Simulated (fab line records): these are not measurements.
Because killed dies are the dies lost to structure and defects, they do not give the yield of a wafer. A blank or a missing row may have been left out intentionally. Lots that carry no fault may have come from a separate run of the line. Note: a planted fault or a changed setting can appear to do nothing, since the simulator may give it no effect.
What tool caused it? || flow nand harc || 6 lots, 18 wafers sampled, at 5 steps of a route of 1302

== WHAT EACH GAUGE READ, for each wafer ==
NHARC_END_SORT_01.
{"lot": "L813", "measured": "day 27 05:45", "on": "prober-01", "killed at array": "104 76 97"}

== EACH LOT AND THE TOOL THAT RAN IT (in order: tool; ch and the chambers of the sampled wafers; start) ==
{"lot": "L809", "NHARC_A_WL_FILL_RTA_01": "rtp anneal-01 ch 0, day 21 09:20", "NHARC_A_WL_FILL_ETCHBACK_05": "rie metal-03 ch 0,1, day 21 10:34", "NHARC_A_WL_FILL_CVD_20": "cvd w-02 ch 0,1, day 22 03:11 or earlier", "NHARC_A_CONTACT_DEP_24": "pecvd-03 ch 1,2, day 22 03:11"}
{"lot": "L813", "NHARC_A_WL_FILL_RTA_01": "rtp anneal-02 ch 0, day 23 04:53", "NHARC_A_WL_FILL_ETCHBACK_05": "rie metal-02 ch 0,1, day 23 06:05", "NHARC_A_WL_FILL_CVD_20": "cvd w-02 ch 0,1, day 23 21:43 or earlier", "NHARC_A_CONTACT_DEP_24": "pecvd-01 ch 0,1,2, day 23 21:43"}
{"lot": "L815", "NHARC_A_WL_FILL_RTA_01": "rtp anneal-01 ch 0, day 24 08:14", "NHARC_A_WL_FILL_ETCHBACK_05": "rie metal-02 ch 0,1, day 24 09:31", "NHARC_A_WL_FILL_CVD_20": "cvd w-02 ch 0,1, day 25 03:43 or earlier", "NHARC_A_CONTACT_DEP_24": "pecvd-03 ch 0,1,2, day 25 03:43"}
{"lot": "L818", "NHARC_A_WL_FILL_RTA_01": "rtp anneal-01 ch 0, day 25 10:13", "NHARC_A_WL_FILL_ETCHBACK_05": "rie metal-02 ch 0,1, day 25 11:30", "NHARC_A_WL_FILL_CVD_20": "cvd w-01 ch 0,1, day 26 14:26 or earlier", "NHARC_A_CONTACT_DEP_24": "pecvd-02 ch 1,2, day 26 14:26"}
{"lot": "L823", "NHARC_A_WL_FILL_RTA_01": "rtp anneal-02 ch 0, day 26 14:13", "NHARC_A_WL_FILL_ETCHBACK_05": "rie metal-02 ch 0,1, day 26 15:28", "NHARC_A_WL_FILL_CVD_20": "cvd w-01 ch 0,1, day 27 08:47 or earlier", "NHARC_A_CONTACT_DEP_24": "pecvd-02 ch 0,2, day 27 08:47"}
{"lot": "L830", "NHARC_A_WL_FILL_RTA_01": "rtp anneal-01 ch 0, day 29 14:28", "NHARC_A_WL_FILL_ETCHBACK_05": "rie metal-03 ch 0,1, day 29 15:42", "NHARC_A_WL_FILL_CVD_20": "cvd w-01 ch 0,1, day 30 08:58 or earlier", "NHARC_A_CONTACT_DEP_24": "pecvd-01 ch 1,2, day 30 08:58"}
- NHARC_A_WL_FILL_RTA_01: time 5 s.
- NHARC_A_WL_FILL_ETCHBACK_05: etches the open film in Cl2/BCl3, target depth 22 nm, time 60 s.
- NHARC_A_WL_FILL_CVD_20: deposits W, target thk 100 nm, time 74 s.
- NHARC_A_CONTACT_DEP_24: deposits SiO2, target thk 500 nm.

== THE ANSWER, worked out from the rows above alone ==
Rule: the lots themselves supply what counts as usual. The widest of any qualifying gaps counts: lots, ordered by their means at a reading, are off when they make up no more than a third of the lots, leave a main group of 4 or more, and stand apart from it by 3 or more times the standard deviation of that group's means. The tables above print the reading to a certain number of digits; a main group whose means all agree to those digits is not used. Also off: a lot with no number at a reading for which 4 or more lots have one. Where the step has rows for the other lots, those lots are counted as sound.
None of the lots is off at any reading shown; this tells nothing.

== WHAT THE SIMULATOR HAD PUT IN ==
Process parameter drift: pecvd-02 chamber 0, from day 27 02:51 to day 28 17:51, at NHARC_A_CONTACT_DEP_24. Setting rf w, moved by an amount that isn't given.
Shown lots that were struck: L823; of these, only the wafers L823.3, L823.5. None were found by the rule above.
